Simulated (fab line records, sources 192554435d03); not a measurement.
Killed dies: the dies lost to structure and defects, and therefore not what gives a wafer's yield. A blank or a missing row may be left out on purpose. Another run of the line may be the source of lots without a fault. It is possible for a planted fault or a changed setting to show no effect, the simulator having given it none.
Chamber matching	flow n5-finfet	N5_HKMG_FIN_ALD_21 on ald-metal-03 has 4 sister chambers
The step deposits TiN, target thk 1.5 nm, pulse time 1 s, purge time 3 s. 14 wafers are shown with their chamber, then 7 later ones without.

EACH WAFER AND ITS CHAMBER
wafer	chamber	heater-power-w (W)	precursor-pulse-height-rel
L074.2	1	1049	0.969
L074.3	3	941	0.979
L074.5	1	1025	0.988
L076.1	0	849	1.010
L076.3	1	1022	1.017
L076.5	0	837	0.994
L078.1	0	865	1.018
L078.3	1	1032	0.964
L078.6	0	846	1.021
L081.2	0	833	0.982
L081.3	3	966	0.984
L081.5	1	1021	0.987
L092.2	2	652	1.008
L092.5	1	1034	1.014

SIGNATURES, as means of the wafers listed above
reading	chamber 0	chamber 1	chamber 2	chamber 3	scatter within a chamber
heater-power-w	846.00	1030.50	652.00	953.50	12.2
precursor-pulse-height-rel	1.00500	0.98983	1.00800	0.98150	0.0188
Rule: a wafer lies at a distance from a chamber equal to the root of the sum of squares, over the readings, of (its reading less the chamber's mean, divided by the reading's scatter). If the next closest chamber is less than 2 further off than the closest, the wafer can't be placed; otherwise it belongs to the closest. The scatter is the square root of a quotient: the sum, over the shown wafers, of each reading's squared deviation from its chamber's mean, divided by wafers minus chambers.

WAFERS WITHOUT THEIR CHAMBER
wafer	heater-power-w (W)	precursor-pulse-height-rel
L092.6	838	1.005
L093.2	642	0.954
L093.4	851	1.035
L093.5	1062	1.007
L095.1	867	1.006
L095.3	654	0.973
L095.4	956	1.018

WHICH CHAMBER EACH WENT THROUGH
wafer	from the rows above	in truth
L092.6	0	0
L093.2	2	2
L093.4	0	0
L093.5	1	1
L095.1	0	0
L095.3	2	2
L095.4	3	3
Placed correctly: 7 of 7. Can't be placed from these rows: 0. Wrongly placed: 0.
